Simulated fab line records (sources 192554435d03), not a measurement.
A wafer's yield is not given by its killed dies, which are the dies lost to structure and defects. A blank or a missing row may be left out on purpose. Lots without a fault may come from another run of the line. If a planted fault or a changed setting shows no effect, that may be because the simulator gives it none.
fab line records -- flow n5Finfet
[record] lots = 4, wafers = 12, lastDay = 18
route steps=1938 shown STI_FIN_REVEAL@185 DUMMY_GATE@212 BEOL_M4@1111 PASSIVATION@1936
lots that met no fault: taken from a fault-free run of the same line
startH: hours from the record's first day to the start of the lot's first wafer shown -- waitH: how many hours have passed since the lot's step before this one -- " the same as in the row above -- L1.1+2: several wafers, shown together as one row -- - value missing, or start not given -- * or withheld: withheld -- < > ~ a bound
route shown NAME@n: a module of which the file shows steps, and the number in the route of the first -- usual: average and standard deviation across the fault-free wafers -- same: alike in all rows -- chamber/n: place in a boat -- sites: each site's reading -- _std_site: how widely they spread, as a standard deviation -- _edge_site: inner sites' mean taken away from outer sites' mean -- radiusMm: how far each site lies from the wafer's centre -- mask NAME#n: copy n -- behind: the most recent tool/chamber to have shaped the wafer -- hold: cause of the lot's hold/its duration in hours/its outcome -- device: transistor that didn't switch, given as n, p or np -- end of line: tests run on the same wafers once the route is complete -- a step given without rows: its recipe and nothing more -- killed: dies that structure and defects cost at the first sort, which is not the same as the wafer's yield -- map: shows each die of a wafer: x if killed, . if not, _ if none is there
set.NAME: setting as actually run; set.NAME@STEP: the setting as run at that earlier step -- model.NAME: the simulator's own value behind a step, which no gauge read
a table for each step, a row for each wafer; lots at some steps of the route
[[steps]]
[step N5_STI_FIN_REVEAL_FCVD_FILL_01]
[recipe] material = SiO2_flowable, targetThkA = 3120, tempC = 100, pressureTorr = 0.8, rfW = 2000, timeS = 512.2
[step N5_STI_FIN_REVEAL_DENSIFY_02]
[recipe] tempC = 650, ambient = steam, timeS = 1800, idleTempC = 400, densificationPH2oTorr = 640
[step N5_STI_FIN_REVEAL_CMP_04]
[recipe] stopOn = Si3N4, tOverpolishS = 4, downForcePsi = 2, platenRpm = 54.18, postCmpClean = alkalineBrush, padVelocityMS = 1.078, targetThkNm = 131.83
[step N5_STI_FIN_REVEAL_DENSIFY_30]
[recipe] tempC = *, timeS = *, ambient = N2, idleTempC = 600, rampUpCPerS = 150, rampDownCPerS = 60, coolToC = 600
[step N5_STI_FIN_REVEAL_ETCHBACK_08]
[recipe] chemistry = C4F6/O2, target = SiO2, targetDepthA = 305, timeS = 10.167, ionEnergyEv = 250, pressureMtorr = 30, sourceW = 345, biasW = 185, Ar_flow_sccm = 300, C4F6_flow_sccm = 10, O2_flow_sccm = 10
[step N5_STI_FIN_REVEAL_STRIP_24]
[recipe] chemistry = N2/H2, timeS = 90, powerW = 100, tempC = 40, pressureMtorr = 100, rfFrequencyHz = 6e+07, biasPowerW = 3, n2FlowSccm = 300, h2FlowSccm = 300
[step N5_STI_FIN_REVEAL_PRECLEAN_25]
[recipe] chemistry = SPM, timeS = 90, tempC = 120, mix = 4:1
[step N5_STI_FIN_REVEAL_PRECLEAN_26]
[recipe] chemistry = SC1, timeS = 45, tempC = 46, mix = 1:2:100
[step N5_STI_FIN_REVEAL_PRECLEAN_29]
[recipe] chemistry = DHF, timeS = 30, tempC = 25, dilution = 300:1
[step N5_STI_FIN_REVEAL_SRD_12]
[recipe] timeS = 30, tempC = 23, rinseLiquid = diw, dry = ipaMarangoni
[step N5_STI_FIN_REVEAL_RECESS_09]
[recipe] chemistry = HF/NH3, target = SiO2, afsCycles = 11, targetDepthA = 425, tempC = 30, sublimationTempC = 180, sublimationTimeS = 60
[step N5_STI_FIN_REVEAL_STRIP_16]
[recipe] chemistry = H3PO4, material = SiNx, tempC = 165, targetDepthA = 238, overetchFraction = 0.4964, dry = ipaMarangoni
lot.wafer,tool,chamber,startH,waitH
L271.2+5+6,wetBench-02,"7,6,0",83.18,1.1
L275.1+2+5,wetBench-02,"7,5,0",108.58,1.1
L280.1+2+5,wetBench-02,"0,2,7",137.56,1.1
L286.2+5+6,wetBench-03,"2,7,1",173.68,1.1
[step N5_STI_FIN_REVEAL_PRECLEAN_17]
[recipe] chemistry = NF3:NH3, afsCycles = 1, tempC = 30, timeS = 20, sublimationTempC = 180, sublimationTimeS = 60, pressureTorr = 3, rfPowerW = 30
[step N5_STI_FIN_REVEAL_ETCH_34]
[recipe] chemistry = H2, mode = isotropic, material = Si, target = Si, targetDepthA = 9.7, tempC = 20, pressureMtorr = 4.5, icpW = 300, biasW = 0, h2FlowSccm = 7.5, heFlowSccm = 142.5
[step N5_STI_FIN_REVEAL_OXIDATION_31]
[recipe] chemistry = O2_PLASMA_REMOTE, tempC = 150, timeS = 20, pressureMtorr = 1000, sourcePowerW = 2000, o2FlowSccm = 3000
[step N5_STI_FIN_REVEAL_PRECLEAN_32]
[recipe] chemistry = NF3:NH3, afsCycles = 1, tempC = 30, timeS = 20, sublimationTempC = 180, sublimationTimeS = 60, pressureTorr = 3, rfPowerW = 30
[step N5_STI_FIN_REVEAL_STRIP_35]
[recipe] chemistry = H3PO4, material = Si3N4, tempC = 165, targetDepthA = 40, timeS = 39
[step N5_STI_FIN_REVEAL_SRD_21]
[recipe] dry = ipaMarangoni, timeS = 30, tempC = 23, rinseLiquid = diw
[step N5_STI_FIN_REVEAL_OXIDATION_33]
[recipe] chemistry = O2_PLASMA_REMOTE, tempC = 150, timeS = 20, pressureMtorr = 1000, sourcePowerW = 2000, o2FlowSccm = 3000
[step N5_STI_FIN_REVEAL_CLEAN_19]
[recipe] chemistry = O3/DIW, tempC = 25, timeS = 120, o3Ppm = 10
[step N5_STI_FIN_REVEAL_SRD_23]
[recipe] dry = ipaMarangoni, timeS = 30, tempC = 23, rinseLiquid = diw
[step N5_STI_FIN_REVEAL_PRECLEAN_18]
[recipe] chemistry = SC2, timeS = 45, tempC = 35, mix = 1:1:50
[step N5_STI_FIN_REVEAL_SRD_28]
[recipe] dry = ipaMarangoni, timeS = 30, tempC = 23, rinseLiquid = diw
[step N5_STI_FIN_REVEAL_INSPECT_13]
[recipe] inspectInstrument = darkfield, mode = postClean
[usual] rawDefectCount = 11/4.9
lot.wafer,tool,chamber,startH,waitH,rawDefectCount
L271.2,defectInspect-01,-,84.35,0.0,20
L271.5,defectInspect-01,-,84.35,0.0,11
L271.6,defectInspect-01,-,84.35,0.0,10
L275.1,defectInspect-02,-,109.75,0.0,586
L275.2,defectInspect-02,-,109.75,0.0,10
L275.5,defectInspect-02,-,109.75,0.0,6
L280.1,defectInspect-02,-,138.74,0.0,8
L280.2,defectInspect-02,-,138.74,0.0,12
L280.5,defectInspect-02,-,138.74,0.0,563
L286.2,defectInspect-01,-,174.87,0.0,5
L286.5,defectInspect-01,-,174.87,0.0,7
L286.6,defectInspect-01,-,174.87,0.0,6
[step N5_DUMMY_GATE_PRECLEAN_00]
[recipe] chemistry = O3/DIW, timeS = 60, tempC = 22, o3Ppm = 10
[step N5_BEOL_M4_RC_MEAS_101]
[usual] DIBL_N = 36.4/2.7, DIBL_P = 36/3.2, IOFF_N = 0.16/0.046, IOFF_P = 0.21/0.055, ION_N = 677/15, ION_P = 464/11, SS_N = 71.5/0.79, SS_P = 73.3/0.93, VT_N = 250/4.1, VT_P = -251/4.4
lot.wafer,tool,chamber,startH,waitH,DIBL_N[mV/V],DIBL_P[mV/V],IOFF_N[nA/um],IOFF_P[nA/um],ION_N[uA/um],ION_P[uA/um],SS_N[mV/dec],SS_P[mV/dec],VT_N[mV],VT_P[mV]
L271.2,prober-02,0,230.95,0.2,41.4,41,0.23,0.33,676,460,71.9,74.9,248,-245
L271.5,prober-02,0,230.95,0.2,36.1,34,0.13,0.19,658,455,71.0,73.1,256,-254
L271.6,prober-02,0,230.95,0.2,35.3,34,0.13,0.19,664,456,71.0,73.9,251,-250
L275.1,prober-02,0,249.36,0.0,31.1,30,0.11,0.14,661,450,69.8,72.1,251,-256
L275.2,prober-02,0,249.36,0.0,29.8,29,0.10,0.13,657,454,70.0,71.8,253,-255
L275.5,prober-02,0,249.36,0.0,32.4,32,0.12,0.16,666,455,71.2,72.9,253,-255
L280.1,prober-01,0,284.70,0.0,38.5,38,0.15,0.21,684,470,71.5,73.2,251,-250
L280.2,prober-01,0,284.70,0.0,36.0,35,0.12,0.17,666,460,70.9,72.4,255,-255
L280.5,prober-01,0,284.70,0.0,38.9,39,0.16,0.23,677,464,71.8,73.6,253,-251
L286.2,prober-01,0,319.60,0.2,35.0,35,0.14,0.15,662,449,71.4,72.9,252,-256
L286.5,prober-01,0,319.60,0.2,36.2,36,0.15,0.15,667,447,72.0,73.0,251,-257
L286.6,prober-01,0,319.60,0.2,29.7,30,0.07,0.10,631,438,70.5,71.5,260,-263
[step N5_PASSIVATION_PROBE_49]
[usual] defectLimitedYield = 91.1/1.4, killed_at_M0_to_M3 = 34/9.7, killed_at_M4_up = 13/5.1, killedAtContacts = 14/6.3, killedAtFrontEnd = 40/11, killedAtOther = 3.5/2.7, killedDies = 105/16, killedOnRim = 13/4.1, killedOpen = 70/12, killedShort = 34/7.8, sort_bin_5_function = 5.2/0.88, sort_bin_6_memory = 3.3/0.7, sort_bin_8_speed = 0.1/0.62, sortNPass = 1074/17, sortYieldPct = 91.0/1.5
[same] grossDies = 1180, killedAtBackSide = 0, sort_bin_4_leakage[%] = 0
lot.wafer,tool,chamber,startH,waitH,defectLimitedYield[%],killed_at_M0_to_M3,killed_at_M4_up,killedAtContacts,killedAtFrontEnd,killedAtOther,killedDies,killedOnRim,killedOpen,killedShort,sort_bin_5_function[%],sort_bin_6_memory[%],sort_bin_8_speed[%],sortNPass,sortYieldPct[%]
L275.1,prober-01,-,357.41,0.0,84.1,20,15,10,136,7,188,36,83,32,8.8,5.3,0,992,84.1
L275.2,prober-01,-,357.46,0.1,88.4,49,12,10,60,6,137,15,87,47,7.2,3.9,0,1043,88.4
L275.5,prober-01,-,357.61,0.2,90.4,32,16,22,40,3,113,22,74,38,5.5,3.6,0,1067,90.4
L280.1,prober-01,-,386.86,0.0,91.0,38,8,18,37,5,106,15,70,36,5.7,3.1,0,1074,91.0
L280.2,prober-01,-,386.91,0.1,91.7,30,9,15,39,5,98,11,65,32,4.9,3.3,0,1082,91.7
L280.5,prober-01,-,387.06,0.2,84.5,34,5,20,123,1,183,29,75,29,9.5,3.8,0,997,84.5
// killed by level:class
L275.1 STI_FIN_REVEAL:unspecified=73 FIN_SAQP:geometricParticle:open=19 STI_FIN_REVEAL:geometricParticle:open=19 FIN_SAQP:geometricParticle:short=9 MOL_CONTACT_COAG:geometricParticle:open=9 BEOL_M1:geometricParticle:open=7 BEOL_M0_SAQP:geometricParticle:open=6 BEOL_M4:geometricParticle:open=6
L275.2 FIN_SAQP:geometricParticle:open=13 STI_FIN_REVEAL:geometricParticle:open=13 BEOL_M1:geometricParticle:open=13 BEOL_M2:geometricParticle:open=10 MOL_CONTACT_COAG:geometricParticle:open=8 FIN_SAQP:geometricParticle:short=7 GATE_CUT:geometricParticle:short=7 BEOL_M1:geometricParticle:short=7
L275.5 MOL_CONTACT_COAG:geometricParticle:open=19 FIN_SAQP:geometricParticle:short=13 BEOL_M0_SAQP:geometricParticle:open=12 BEOL_M0_SAQP:geometricParticle:short=11 FIN_SAQP:geometricParticle:open=7 STI_FIN_REVEAL:geometricParticle:open=7 BEOL_M4:geometricParticle:open=7 BEOL_M0:geometricParticle:open=4
L280.1 MOL_CONTACT_COAG:geometricParticle:open=13 BEOL_M2:geometricParticle:open=13 BEOL_M3:geometricParticle:open=10 FIN_SAQP:geometricParticle:short=6 BEOL_M1:geometricParticle:open=6 MOL_CONTACT_COAG:geometricParticle:short=5 FIN_SAQP:geometricParticle:open=4 STI_FIN_REVEAL:geometricParticle:open=4
L280.2 MOL_CONTACT_COAG:geometricParticle:open=13 BEOL_M2:geometricParticle:open=11 FIN_SAQP:geometricParticle:short=10 GATE_CUT:geometricParticle:short=6 FIN_SAQP:geometricParticle:open=5 BEOL_M3:geometricParticle:open=5 BEOL_M0_SAQP:geometricParticle:open=4 FIN_CUT:geometricParticle:open=3
L280.5 STI_FIN_REVEAL:unspecified=74 STI_FIN_REVEAL:geometricParticle:open=17 BEOL_M3:geometricParticle:open=16 MOL_CONTACT_COAG:geometricParticle:open=14 MOL_CONTACT_COAG:geometricParticle:short=6 BEOL_M0_SAQP:geometricParticle:short=6 GATE_CUT:geometricParticle:short=5 ILD0:geometricParticle:open=5
// map L275.1 (x killed, . not)
_________________.....x..x...________________
______________..............x..._____________
___________.x................x.x...__________
__________.....x...................._________
________.x..........x...............x._______
_______.......................x........______
______........xx....x.........x.....x.xx_____
_____....................xx..............____
____.x.....x..x........x.......x........x.___
___.........x..............................__
___..........................x.............__
__.................................x......x._
__x..........x................x............._
_...........x.........x....................x.
_...........xxx.........x.x.x................
_....x..........x..x..x..x.x..............x..
_.x......................x..............x....
_..xx......x...........x..............x.x....
_......x..........................x..........
_......x..x...x..x....................x......
_.......x.......xx.......x..........x...x....
__...x.x.............x...x..x..............._
__......x.......x........x...x.......x......_
___....xx....x..x.x..x........x.x.........x__
___....x..............................x....__
____......x.x..x...x..............x.x.....___
_____...x...xx.xxxx........x....x........____
______....x.xxxxxxx.x...x....x.........x_____
_______..xxxxxxxxxxxx...x....x....xx..x______
________xxxxxxxxxxx..xx...x.........x._______
__________xxxxxxxxxxxxx............._________
___________xxxxxxxxx.....x..x......__________
______________xxxxxxx...x......._____________
_________________xxxxx.......________________
// map L280.5 (x killed, . not)
_________________............________________
______________......x..........._____________
___________....x............xx.....__________
__________x................x........_________
________.......x.........x..x........x_______
_______....x.........x.................______
______x...................xxx........x.._____
_____...........x..............x...x.....____
____..........x.x.x.................x...x.___
___.x...........................x........x.__
___.....x........x.....x..........x..x.....__
__.........x..................x........x...._
__......x...x..x.........x.................._
_.x.....xxx.................x................
_..xx.......x.......x......x.x..............x
_........x.......x...........x...x...........
_.........x..x..........xx..........x....x...
_.x......x..........x.....x.x............x...
_......x........................x............
_.............x.....x.x...x..................
_.......x...x.................x.......x....x.
__........................x.........xx......_
__.........x...............x.....x.....xxx.._
___.....................................x..__
___.....................x...x......x..x....__
____............x..........x..x........x.x___
_____....x.xxxx.xx...............x.......____
______....xxxxxxx.xxx......xxx.........._____
_______.....xxxxxxx.x......x..x........______
________xxxxxxxxxxxxxxx..............._______
__________xxxxxxxxxxx..............._________
___________xxxxxxxxxxx..x...x......__________
______________xxxxxxxx.....x...._____________
_________________xxxx...x.x..________________
[[key]]
[firstSign] step = N5_STI_FIN_REVEAL_INSPECT_13, reading = rawDefectCount, direction = up, sigmas = 99+, usual = 11, struck = 574
[effect] step = N5_PASSIVATION_PROBE_49, reading = killedAtFrontEnd, direction = up, sigmas = 8.1, usual = 40, struck = 130
[moreKillsBornAt] N5_STI_FIN_REVEAL_STRIP_16@wetBench-02 = 147
metAt N5_STI_FIN_REVEAL_STRIP_16
struckWafers L275.1,L280.5
onsetBetween 83.18 108.58
[fault] kind = chamberParticleSource, tool = wetBench-02, chamber = 7, onsetH = 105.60, steps = N5_STI_FIN_REVEAL_STRIP_16, ratePerVisitCm2 = 0.90168, endH = 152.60
